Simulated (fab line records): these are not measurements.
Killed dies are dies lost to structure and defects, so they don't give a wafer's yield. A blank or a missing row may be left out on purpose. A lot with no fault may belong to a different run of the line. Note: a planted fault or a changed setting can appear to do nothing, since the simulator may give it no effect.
fab line records	flow n5-finfet
record lots=24	wafers=72	last-day=17
route steps=1938 shown BEOL_M2@923 BEOL_M3@989 BEOL_M4@1022
lots that met no fault: from a run of the same line without faults
start-h: hours from the record's first day to the start of the lot's first wafer shown	wait-h: time in hours since the lot's previous step	" same as the row above	L1.1+2: a row that stands for several wafers	- either no value or no given start	* or withheld: withheld	< > ~ a bound
route shown NAME@n: a module of which the file shows steps, and the number in the route of the first	usual: mean/standard deviation of fault-free wafers	same: alike in all rows	chamber/n: place in a boat	sites: per-site readings	_std_site: the values' standard deviation	_edge_site: mean of outer sites minus mean of inner sites	radius-mm: how far each site lies from the wafer's centre	mask NAME#n: copy n	behind: tool/chamber where the wafer was last shaped	hold: the reason the lot was held/the length of the hold in hours/how it ended	device: whichever transistor did not switch (one of n, p or np)	end of line: tests run on the same wafers once the route is complete	step lacking rows: just its recipe	killed: dies that structure and defects cost at the first sort, which is not the same as the wafer's yield	map: shows each die of a wafer: x if killed, . if not, _ if none is there
set.NAME: the setting the step ran with; set.NAME@STEP: the setting that earlier step ran with	model.NAME: the simulator's own value behind a step, which no gauge read
steps of the route over a sample of lots; a table a step, a row a wafer
services: the hour from which a tool's chamber was out of use, counted from the record's first day as start-h (under 0 if before that day), plus the number of hours and why
## steps
# step N5_BEOL_M2_CMP_52
# recipe stop-on=SiOC	t-overpolish-s=6.8	down-force-psi=1	platen-rpm=50	clearing-platen-down-force-psi=1.5	clearing-platen-rpm=50	post-cmp-clean=cu-alkaline	target-thk-nm=40	clearing-platen-pad-velocity-m-s=0.99484	pad-velocity-m-s=0.99484
# usual barrier-field-endpoint-s=24.8/0.55	edge-zone-pressure-frac=1.000/0.0048	motor-current-A=6.2/0.69	overpolish-run-s=6.801/0.0084	platen-rpm=50.00/0.038	time-to-endpoint-s=63.8/2.8
lot.wafer	tool	chamber	start-h	wait-h	barrier-field-endpoint-s	edge-zone-pressure-frac	motor-current-A	overpolish-run-s	platen-rpm	time-to-endpoint-s
L074.4	cmp-02	2	139.43	0.2	24.7	0.993	5.6	6.794	50.02	62.9
L074.3	"	3	"	"	24.7	0.999	6.3	6.820	49.99	62.0
L074.5	"	1	"	"	24.2	0.996	6.2	6.816	49.86	60.3
L075.3	cmp-01	0	154.67	0.2	24.1	0.990	6.4	6.796	49.99	65.3
L075.2	"	3	"	"	23.9	0.997	5.5	6.787	49.98	63.3
L075.5	"	1	"	"	24.2	0.994	8.1	6.803	49.96	60.1
L076.2	cmp-02	3	158.16	0.2	23.9	0.995	6.6	6.786	50.03	61.7
L076.4	"	1	"	"	24.8	1.005	5.9	6.802	49.95	63.5
L076.6	"	2	"	"	25.0	1.009	5.1	6.794	50.04	66.1
L077.4	cmp-04	3	160.93	0.2	25.9	0.997	6.5	6.812	50.02	67.4
L077.2	"	1	"	"	24.3	0.994	5.8	6.815	49.95	62.5
L077.5	"	3	"	"	24.7	1.002	6.3	6.798	49.99	62.1
L078.3	cmp-02	1	167.28	0.2	24.9	1.003	6.3	6.800	49.98	63.9
L078.4	"	3	"	"	25.7	0.997	6.0	6.818	50.01	68.7
L078.5	"	1	"	"	25.4	0.999	5.8	6.790	49.96	63.3
L079.1	cmp-01	2	175.34	0.3	24.3	1.002	6.2	6.805	49.93	60.6
L079.2	"	0	"	"	24.6	0.990	6.3	6.808	49.99	68.1
L079.6	"	2	"	"	25.2	0.999	6.6	6.812	49.97	61.7
L080.1	cmp-01	1	182.00	0.5	24.5	0.998	7.9	6.808	50.04	62.4
L080.2	"	2	"	"	24.4	1.004	6.4	6.803	50.02	62.2
L080.5	"	1	"	"	24.6	0.999	8.3	6.803	50.00	60.0
L082.1	cmp-02	0	185.63	0.3	24.7	1.001	6.5	6.791	50.07	64.8
L082.3	"	2	"	"	24.5	1.003	5.5	6.812	49.95	65.8
L082.6	"	0	"	"	24.5	0.995	6.5	6.794	50.01	64.8
L081.4	cmp-02	1	187.77	0.2	24.1	1.003	6.3	6.795	49.99	62.7
L081.2	"	2	"	"	25.0	1.000	5.6	6.813	50.02	67.0
L081.3	"	3	"	"	24.5	0.996	6.2	6.791	50.02	63.3
L083.2	cmp-01	0	190.85	0.2	24.4	1.002	6.2	6.802	49.98	63.8
L083.3	"	1	"	"	24.5	1.010	8.1	6.806	50.02	64.6
L083.6	"	1	"	"	24.3	1.003	8.0	6.793	50.04	63.7
L084.3	cmp-04	1	203.82	0.2	23.6	1.004	5.9	6.801	50.02	61.0
L084.2	"	3	"	"	24.9	0.997	6.6	6.792	50.02	65.8
L084.6	"	1	"	"	24.3	1.006	5.9	6.782	50.07	61.4
L085.4	cmp-04	3	208.69	0.1	25.4	1.001	6.3	6.800	49.98	64.4
L085.1	"	2	"	"	24.7	1.004	6.5	6.802	49.95	63.2
L085.5	"	0	"	"	25.4	0.999	5.2	6.822	50.05	63.7
L086.4	cmp-02	0	219.92	0.2	25.4	0.993	6.5	6.796	50.04	64.4
L086.5	"	3	"	"	24.8	1.002	6.4	6.797	49.97	64.9
L086.6	"	0	"	"	24.8	1.002	6.4	6.794	50.02	65.3
L087.3	cmp-01	2	220.81	0.2	24.7	1.003	6.6	6.796	50.03	61.1
L087.4	"	0	"	"	24.2	1.002	6.6	6.808	50.03	60.7
L087.6	"	3	"	"	25.1	1.001	5.5	6.799	49.99	63.3
L089.2	cmp-04	0	231.13	0.7	24.6	1.004	4.7	6.795	49.94	63.3
L089.1	"	1	"	"	23.6	0.998	6.0	6.795	50.00	62.0
L089.4	"	2	"	"	24.8	1.006	6.4	6.800	50.05	64.7
L088.1	cmp-04	0	231.35	0.9	24.8	1.008	4.9	6.802	50.05	62.9
L088.4	"	2	"	"	24.8	1.008	6.6	6.806	49.99	64.0
L088.6	"	3	"	"	25.6	1.004	6.2	6.802	49.98	67.7
L090.3	cmp-02	0	236.46	0.2	25.3	0.992	6.6	6.805	49.97	70.8
L090.2	"	1	"	"	25.1	1.009	5.7	6.804	50.01	68.0
L090.5	"	2	"	"	26.0	1.002	5.6	6.808	50.00	72.8
L091.3	cmp-04	2	240.22	0.3	24.4	1.000	6.3	6.807	50.02	59.6
L091.1	"	3	"	"	25.4	0.998	5.9	6.797	49.99	63.8
L091.6	"	2	"	"	24.9	1.004	6.2	6.793	49.96	60.3
L092.3	cmp-04	0	252.83	0.3	23.9	1.005	5.3	6.808	50.01	59.8
L092.6	"	1	"	"	24.7	1.010	5.8	6.789	50.04	61.5
L092.5	"	2	"	"	24.7	0.996	6.4	6.788	49.95	56.9
L094.1	cmp-04	2	257.47	0.3	26.1	0.999	6.6	6.805	50.05	65.9
L094.6	"	0	"	"	25.8	1.000	5.0	6.805	50.06	66.0
L094.5	"	1	"	"	26.0	1.009	5.8	6.805	49.99	68.0
L093.4	cmp-01	3	260.99	0.2	24.6	0.998	5.7	6.791	50.00	61.5
L093.2	"	0	"	"	23.8	0.991	6.7	6.793	50.00	60.0
L093.6	"	3	"	"	24.6	1.004	5.5	6.798	49.95	62.4
L095.2	cmp-02	2	266.36	0.3	25.0	1.005	5.9	6.804	50.04	65.0
L095.4	"	3	"	"	25.5	0.999	6.0	6.787	49.98	61.2
L095.6	"	1	"	"	25.2	1.000	6.0	6.786	50.03	61.6
L096.2	cmp-04	3	270.96	0.2	25.4	0.998	6.3	6.804	50.02	68.0
L096.1	"	2	"	"	25.2	1.007	6.4	6.791	50.01	68.0
L096.6	"	3	"	"	25.7	0.987	6.4	6.801	49.93	66.8
L097.3	cmp-02	0	285.69	0.2	24.8	1.001	6.5	6.815	50.04	60.8
L097.2	"	2	"	"	25.1	1.004	5.3	6.799	50.05	61.2
L097.5	"	3	"	"	25.0	0.997	6.2	6.800	50.04	59.8
# step N5_BEOL_M2_DEP_57
# recipe material=SiCN	target-thk-a=80	temp-c=withheld	precursor=3MS/NH3	pressure-torr=3	rf-w=202	time-s=14
# usual showerhead-plenum-p-Torr=3.668/0.015	throttle-valve-pct=9.2/0.6
lot.wafer	tool	chamber	start-h	wait-h	showerhead-plenum-p-Torr	throttle-valve-pct
L074.3	pecvd-02	1	139.89	0.0	3.663	9.5
L074.4	"	2	"	"	3.676	8.5
L074.5	"	1	"	"	3.663	9.3
L075.2	pecvd-01	0	155.15	0.0	3.683	9.2
L075.3	"	2	"	"	3.631	8.6
L075.5	"	2	"	"	3.627	8.4
L076.2	pecvd-02	0	158.62	0.0	3.669	9.8
L076.4	"	0	"	"	3.674	9.9
L076.6	"	1	"	"	3.666	9.5
L077.2	pecvd-02	1	161.38	0.0	3.657	9.6
L077.4	"	0	"	"	3.678	9.9
L077.5	"	1	"	"	3.662	9.3
L078.3	pecvd-02	1	167.73	0.0	3.658	9.5
L078.4	"	0	"	"	3.678	10.0
L078.5	"	2	"	"	3.660	8.5
L079.1	pecvd-04	2	175.81	0.0	3.649	10.3
L079.2	"	1	"	"	3.677	9.3
L079.6	"	1	"	"	3.675	9.3
L080.1	pecvd-02	1	182.48	0.0	3.666	9.2
L080.2	"	2	"	"	3.675	8.7
L080.5	"	1	"	"	3.664	9.6
L082.1	pecvd-04	2	186.15	0.0	3.655	10.2
L082.3	"	2	"	"	3.658	10.7
L082.6	"	1	"	"	3.671	9.5
L081.2	pecvd-01	1	188.22	0.0	3.668	8.8
L081.3	"	2	"	"	3.624	8.3
L081.4	"	0	"	"	3.679	9.1
L083.2	pecvd-02	2	191.39	0.0	3.671	8.4
L083.3	"	1	"	"	3.663	9.4
L083.6	"	1	"	"	3.663	9.4
L084.2	pecvd-04	0	204.28	0.0	3.696	9.5
L084.3	"	1	"	"	3.678	9.5
L084.6	"	0	"	"	3.676	9.4
L085.1	pecvd-02	1	209.19	0.0	3.662	9.5
L085.4	"	2	"	"	3.679	8.6
L085.5	"	0	"	"	3.676	10.3
L086.4	pecvd-01	0	220.44	0.0	3.684	9.1
L086.5	"	1	"	"	3.653	8.6
L086.6	"	2	"	"	3.629	8.5
L087.3	pecvd-01	1	221.29	0.0	3.665	8.5
L087.4	"	1	"	"	3.657	8.6
L087.6	"	0	"	"	3.678	8.8
L089.1	pecvd-02	0	231.58	0.0	3.678	10.1
L089.2	"	2	"	"	3.660	8.5
L089.4	"	1	"	"	3.673	9.4
L088.1	pecvd-02	2	231.80	0.0	3.678	8.7
L088.4	"	0	"	"	3.673	10.2
L088.6	"	2	"	"	3.669	8.5
L090.2	pecvd-01	0	236.87	0.0	3.689	9.0
L090.3	"	2	"	"	3.629	8.4
L090.5	"	1	"	"	3.660	8.8
L091.1	pecvd-04	1	240.67	0.0	3.677	9.2
L091.3	"	0	"	"	3.682	9.7
L091.6	"	1	"	"	3.675	9.1
L092.3	pecvd-02	1	253.21	0.0	3.666	9.3
L092.5	"	1	"	"	3.669	9.1
L092.6	"	0	"	"	3.678	10.1
L094.1	pecvd-04	1	257.94	0.0	3.673	9.3
L094.5	"	0	"	"	3.685	9.6
L094.6	"	2	"	"	3.661	9.0
L093.2	pecvd-01	2	261.53	0.0	3.631	8.5
L093.4	"	1	"	"	3.668	8.7
L093.6	"	0	"	"	3.685	9.1
L095.2	pecvd-02	1	266.83	0.0	3.656	9.4
L095.4	"	2	"	"	3.666	8.8
L095.6	"	0	"	"	3.674	10.2
L096.1	pecvd-04	0	271.45	0.0	3.686	9.5
L096.2	"	1	"	"	3.670	9.1
L096.6	"	2	"	"	3.653	8.9
L097.2	pecvd-02	1	286.14	0.0	3.658	9.5
L097.3	"	0	"	"	3.675	10.2
L097.5	"	0	"	"	3.671	10.5
# step N5_BEOL_M3_DEGAS_44
# recipe ambient=vacuum	temp-c=250	time-s=60
# usual heater-power-w=325/34
lot.wafer	tool	chamber	start-h	wait-h	heater-power-w
L074.3	pvd-sputter-01	-	144.26	0.3	312
L074.4	"	-	"	"	326
L074.5	"	-	"	"	337
L075.2	pvd-sputter-03	-	160.31	0.5	335
L075.3	"	-	"	"	343
L075.5	"	-	"	"	284
L076.2	pvd-sputter-01	-	168.73	0.2	331
L076.4	"	-	"	"	303
L076.6	"	-	"	"	334
L077.2	pvd-sputter-01	-	169.17	0.2	331
L077.4	"	-	"	"	330
L077.5	"	-	"	"	395
L078.3	pvd-sputter-03	-	172.59	0.2	320
L078.4	"	-	"	"	289
L078.5	"	-	"	"	335
L079.1	pvd-sputter-02	-	179.12	0.0	333
L079.2	"	-	"	"	315
L079.6	"	-	"	"	231
L080.1	pvd-sputter-02	-	191.23	0.3	321
L080.2	"	-	"	"	240
L080.5	"	-	"	"	238
L082.1	pvd-sputter-01	-	191.29	0.2	389
L082.3	"	-	"	"	319
L082.6	"	-	"	"	316
L081.2	pvd-sputter-03	-	197.89	0.2	344
L081.3	"	-	"	"	337
L081.4	"	-	"	"	291
L083.2	pvd-sputter-03	-	197.97	0.2	339
L083.3	"	-	"	"	293
L083.6	"	-	"	"	333
L084.2	pvd-sputter-01	-	208.47	0.2	331
L084.3	"	-	"	"	355
L084.6	"	-	"	"	311
L085.1	pvd-sputter-02	-	213.56	0.1	305
L085.4	"	-	"	"	242
L085.5	"	-	"	"	312
L087.3	pvd-sputter-02	-	226.36	0.6	322
L087.4	"	-	"	"	318
L087.6	"	-	"	"	236
L086.4	pvd-sputter-03	-	230.44	0.1	347
L086.5	"	-	"	"	345
L086.6	"	-	"	"	325
L089.1	pvd-sputter-03	-	239.13	0.6	290
L089.2	"	-	"	"	338
L089.4	"	-	"	"	343
L088.1	pvd-sputter-03	-	239.29	0.3	319
L088.4	"	-	"	"	335
L088.6	"	-	"	"	344
L090.2	pvd-sputter-01	-	242.22	1.7	364
L090.3	"	-	"	"	331
L090.5	"	-	"	"	358
L091.1	pvd-sputter-03	-	245.92	0.0	333
L091.3	"	-	"	"	339
L091.6	"	-	"	"	337
L092.3	pvd-sputter-03	-	258.01	0.4	339
L092.5	"	-	"	"	335
L092.6	"	-	"	"	330
L094.1	pvd-sputter-03	-	268.08	0.4	326
L094.5	"	-	"	"	297
L094.6	"	-	"	"	332
L093.2	pvd-sputter-02	-	268.25	0.1	310
L093.4	"	-	"	"	324
L093.6	"	-	"	"	333
L095.2	pvd-sputter-02	-	272.03	0.1	242
L095.4	"	-	"	"	328
L095.6	"	-	"	"	319
L096.1	pvd-sputter-01	-	277.90	0.3	324
L096.2	"	-	"	"	381
L096.6	"	-	"	"	400
L097.2	pvd-sputter-03	-	294.07	0.1	336
L097.3	"	-	"	"	298
L097.5	"	-	"	"	333
# step N5_BEOL_M3_SPUTTER_81
# recipe material=Cu	target-thk-a=45	temp-c=-20	chamber-pressure-pa=0.07	power-w=withheld	time-s=8.29
# usual substrate-temp-c=-19.99/0.12	throttle-valve-pct=29.6/1.4
lot.wafer	tool	chamber	start-h	wait-h	substrate-temp-c	throttle-valve-pct
L074.3	pvd-sputter-01	-	145.70	0.1	-19.82	29.7
L074.4	"	-	"	"	-19.97	30.5
L074.5	"	-	"	"	-20.09	26.8
L075.2	pvd-sputter-02	-	161.63	0.1	-20.07	30.9
L075.3	"	-	"	"	-20.03	30.6
L075.5	"	-	"	"	-19.87	29.4
L076.2	pvd-sputter-01	-	169.80	0.1	-20.08	29.4
L076.4	"	-	"	"	-19.96	26.7
L076.6	"	-	"	"	-19.95	29.6
L077.2	pvd-sputter-03	-	170.93	0.1	-20.17	31.2
L077.4	"	-	"	"	-19.96	30.4
L077.5	"	-	"	"	-19.91	30.6
L078.3	pvd-sputter-03	-	173.81	0.1	-19.94	30.6
L078.4	"	-	"	"	-20.13	31.0
L078.5	"	-	"	"	-19.90	30.6
L079.1	pvd-sputter-02	-	181.68	0.1	-20.39	29.3
L079.2	"	-	"	"	-19.85	29.5
L079.6	"	-	"	"	-20.07	30.3
L080.1	pvd-sputter-02	-	192.27	0.1	-20.01	30.9
L080.2	"	-	"	"	-19.98	30.7
L080.5	"	-	"	"	-19.98	29.3
L082.1	pvd-sputter-01	-	192.45	0.1	-19.73	29.8
L082.3	"	-	"	"	-19.98	27.5
L082.6	"	-	"	"	-20.18	30.5
L081.2	pvd-sputter-03	-	198.94	0.1	-20.11	30.5
L081.3	"	-	"	"	-20.24	30.8
L081.4	"	-	"	"	-19.81	29.2
L083.2	pvd-sputter-02	-	199.08	0.1	-19.92	31.1
L083.3	"	-	"	"	-19.99	29.3
L083.6	"	-	"	"	-20.05	30.8
L084.2	pvd-sputter-01	-	209.48	0.1	-19.96	27.0
L084.3	"	-	"	"	-19.90	30.6
L084.6	"	-	"	"	-20.13	27.7
L085.1	pvd-sputter-02	-	214.78	0.1	-20.06	30.7
L085.4	"	-	"	"	-19.94	30.7
L085.5	"	-	"	"	-19.99	29.6
L087.3	pvd-sputter-02	-	227.56	0.1	-20.05	30.6
L087.4	"	-	"	"	-19.97	29.3
L087.6	"	-	"	"	-19.94	30.7
L086.4	pvd-sputter-02	-	231.51	0.1	-19.99	30.9
L086.5	"	-	"	"	-19.93	29.8
L086.6	"	-	"	"	-19.87	29.4
L089.1	pvd-sputter-03	-	240.19	0.1	-19.86	31.2
L089.2	"	-	"	"	-19.99	30.6
L089.4	"	-	"	"	-20.07	29.1
L088.1	pvd-sputter-02	-	240.80	0.1	-19.95	31.0
L088.4	"	-	"	"	-20.04	29.4
L088.6	"	-	"	"	-20.11	30.8
L090.2	pvd-sputter-01	-	243.28	0.1	-19.96	27.7
L090.3	"	-	"	"	-20.20	26.7
L090.5	"	-	"	"	-19.90	27.8
L091.1	pvd-sputter-02	-	247.19	0.1	-19.79	29.5
L091.3	"	-	"	"	-20.10	29.4
L091.6	"	-	"	"	-19.87	30.8
L092.3	pvd-sputter-02	-	259.64	0.1	-19.91	31.0
L092.5	"	-	"	"	-19.96	30.4
L092.6	"	-	"	"	-19.96	31.0
L094.1	pvd-sputter-03	-	269.24	0.1	-20.07	30.4
L094.5	"	-	"	"	-19.91	29.1
L094.6	"	-	"	"	-20.03	30.5
L093.2	pvd-sputter-02	-	269.41	0.1	-19.97	29.5
L093.4	"	-	"	"	-19.92	29.5
L093.6	"	-	"	"	-20.00	29.4
L095.2	pvd-sputter-01	-	273.04	0.1	-19.99	26.9
L095.4	"	-	"	"	-20.09	30.3
L095.6	"	-	"	"	-20.08	26.6
L096.1	pvd-sputter-01	-	278.91	0.1	-19.75	29.4
L096.2	"	-	"	"	-20.13	30.4
L096.6	"	-	"	"	-20.05	27.9
L097.2	pvd-sputter-01	-	295.39	0.1	-20.02	27.7
L097.3	"	-	"	"	-19.96	29.6
L097.5	"	-	"	"	-19.89	30.4
# step N5_BEOL_M3_ANNEAL_89
# recipe temp-c=400	time-s=240	ambient=vacuum
# usual heater-power-w=792/95
lot.wafer	tool	chamber	start-h	wait-h	heater-power-w
L074.3	pvd-sputter-01	-	146.22	0.0	978
L074.4	"	-	"	"	904
L074.5	"	-	"	"	773
L075.2	pvd-sputter-02	-	162.15	0.0	776
L075.3	"	-	"	"	604
L075.5	"	-	"	"	813
L076.2	pvd-sputter-01	-	170.32	0.0	973
L076.4	"	-	"	"	787
L076.6	"	-	"	"	989
L077.2	pvd-sputter-03	-	171.45	0.0	846
L077.4	"	-	"	"	726
L077.5	"	-	"	"	732
L078.3	pvd-sputter-03	-	174.33	0.0	729
L078.4	"	-	"	"	843
L078.5	"	-	"	"	739
L079.1	pvd-sputter-02	-	182.20	0.0	803
L079.2	"	-	"	"	814
L079.6	"	-	"	"	585
L080.1	pvd-sputter-02	-	192.79	0.0	766
L080.2	"	-	"	"	604
L080.5	"	-	"	"	800
L082.1	pvd-sputter-01	-	192.97	0.0	998
L082.3	"	-	"	"	812
L082.6	"	-	"	"	884
L081.2	pvd-sputter-03	-	199.46	0.0	718
L081.3	"	-	"	"	860
L081.4	"	-	"	"	855
L083.2	pvd-sputter-02	-	199.60	0.0	772
L083.3	"	-	"	"	806
L083.6	"	-	"	"	783
L084.2	pvd-sputter-01	-	210.00	0.0	767
L084.3	"	-	"	"	893
L084.6	"	-	"	"	819
L085.1	pvd-sputter-02	-	215.30	0.0	588
L085.4	"	-	"	"	773
L085.5	"	-	"	"	784
L087.3	pvd-sputter-02	-	228.08	0.0	596
L087.4	"	-	"	"	798
L087.6	"	-	"	"	574
L086.4	pvd-sputter-02	-	232.03	0.0	775
L086.5	"	-	"	"	785
L086.6	"	-	"	"	811
L089.1	pvd-sputter-03	-	240.71	0.0	834
L089.2	"	-	"	"	738
L089.4	"	-	"	"	833
L088.1	pvd-sputter-02	-	241.32	0.0	754
L088.4	"	-	"	"	766
L088.6	"	-	"	"	603
L090.2	pvd-sputter-01	-	243.80	0.0	821
L090.3	"	-	"	"	770
L090.5	"	-	"	"	820
L091.1	pvd-sputter-02	-	247.71	0.0	800
L091.3	"	-	"	"	813
L091.6	"	-	"	"	786
L092.3	pvd-sputter-02	-	260.16	0.0	774
L092.5	"	-	"	"	605
L092.6	"	-	"	"	768
L094.1	pvd-sputter-03	-	269.76	0.0	717
L094.5	"	-	"	"	844
L094.6	"	-	"	"	740
L093.2	pvd-sputter-02	-	269.93	0.0	798
L093.4	"	-	"	"	812
L093.6	"	-	"	"	793
L095.2	pvd-sputter-01	-	273.56	0.0	766
L095.4	"	-	"	"	907
L095.6	"	-	"	"	775
L096.1	pvd-sputter-01	-	279.43	0.0	1002
L096.2	"	-	"	"	883
L096.6	"	-	"	"	819
L097.2	pvd-sputter-01	-	295.91	0.0	811
L097.3	"	-	"	"	993
L097.5	"	-	"	"	893
# step N5_BEOL_M4_THK_MEAS_01
# recipe reads=SiOC_of_BEOL_M4_ILD_DEP_00
# usual M4_ILD_THK=79.0/0.91
lot.wafer	tool	chamber	start-h	wait-h	M4_ILD_THK[nm]
L074.3	film-metro-01	-	148.20	0.1	78.0
L074.4	"	-	"	"	79.4
L074.5	"	-	"	"	79.0
L075.2	film-metro-01	-	164.13	0.1	78.1
L075.3	"	-	"	"	76.8
L075.5	"	-	"	"	78.9
L076.2	film-metro-01	-	172.30	0.1	78.1
L076.4	"	-	"	"	80.0
L076.6	"	-	"	"	79.4
L077.2	film-metro-02	-	173.58	0.1	78.3
L077.4	"	-	"	"	79.8
L077.5	"	-	"	"	80.0
L078.3	film-metro-02	-	176.32	0.1	80.2
L078.4	"	-	"	"	79.1
L078.5	"	-	"	"	79.0
L079.1	film-metro-02	-	184.18	0.0	78.5
L079.2	"	-	"	"	77.9
L079.6	"	-	"	"	79.9
L080.1	film-metro-01	-	194.77	0.1	78.8
L080.2	"	-	"	"	79.2
L080.5	"	-	"	"	79.8
L082.1	film-metro-01	-	195.02	0.0	77.2
L082.3	"	-	"	"	77.8
L082.6	"	-	"	"	79.8
L081.2	film-metro-01	-	202.07	0.1	79.4
L081.3	"	-	"	"	80.7
L081.4	"	-	"	"	80.8
L083.2	film-metro-01	-	202.34	0.1	78.6
L083.3	"	-	"	"	77.7
L083.6	"	-	"	"	80.3
L084.2	film-metro-02	-	212.01	0.1	78.1
L084.3	"	-	"	"	79.4
L084.6	"	-	"	"	79.8
L085.1	film-metro-01	-	217.29	0.1	78.9
L085.4	"	-	"	"	79.9
L085.5	"	-	"	"	80.5
L087.3	film-metro-02	-	230.11	0.1	79.3
L087.4	"	-	"	"	79.1
L087.6	"	-	"	"	78.5
L086.4	film-metro-01	-	234.06	0.1	81.0
L086.5	"	-	"	"	80.1
L086.6	"	-	"	"	79.8
L089.1	film-metro-02	-	242.69	0.0	79.5
L089.2	"	-	"	"	78.9
L089.4	"	-	"	"	80.0
L088.1	film-metro-01	-	243.31	0.0	78.2
L088.4	"	-	"	"	79.2
L088.6	"	-	"	"	80.5
L090.2	film-metro-02	-	245.78	0.1	78.3
L090.3	"	-	"	"	78.3
L090.5	"	-	"	"	79.5
L091.1	film-metro-01	-	249.70	0.0	78.1
L091.3	"	-	"	"	78.1
L091.6	"	-	"	"	80.0
L092.3	film-metro-02	-	262.29	0.1	79.1
L092.5	"	-	"	"	80.8
L092.6	"	-	"	"	80.6
L094.1	film-metro-02	-	271.74	0.0	78.3
L094.5	"	-	"	"	79.0
L094.6	"	-	"	"	78.7
L093.2	film-metro-02	-	271.95	0.1	77.6
L093.4	"	-	"	"	78.6
L093.6	"	-	"	"	79.0
L095.2	film-metro-01	-	275.55	0.1	78.6
L095.4	"	-	"	"	79.8
L095.6	"	-	"	"	78.9
L096.1	film-metro-02	-	281.40	0.0	78.9
L096.2	"	-	"	"	78.6
L096.6	"	-	"	"	78.6
L097.2	film-metro-02	-	297.90	0.1	78.2
L097.3	"	-	"	"	79.8
L097.5	"	-	"	"	80.3
## services
tool	chamber	start-h	hours	kind
pecvd-02	2	117.26	2.1	scheduled-down
cmp-02	-	132.53	4.0	pm
cmp-02	-	136.53	-	consumable-replace:conditioner
cmp-02	-	136.53	-	consumable-replace:pad
cmp-04	-	149.07	6.8	pm
cmp-01	-	160.18	2.3	repair
cmp-04	-	164.22	2.1	repair
pecvd-04	0	172.81	5.5	scheduled-down
cmp-04	-	174.93	1.3	repair
pecvd-04	0	184.52	2.1	scheduled-down
pecvd-01	-	195.64	14.6	pm
pecvd-04	2	202.39	-	clean
pecvd-04	2	202.39	-	consumable-replace:showerhead
pecvd-04	2	202.39	29.0	scheduled-down
pecvd-04	2	202.39	29.0	vent-cycle
cmp-04	-	209.28	0.9	repair
cmp-02	-	227.66	5.5	pm
cmp-01	-	227.77	4.0	pm
cmp-01	-	250.96	2.1	repair
pecvd-02	-	256.77	4.3	pm
cmp-04	-	260.31	1.5	repair
pecvd-01	0	267.79	6.9	repair
pecvd-02	0	272.77	6.2	repair
cmp-01	-	284.67	1.1	repair
## key
fault none
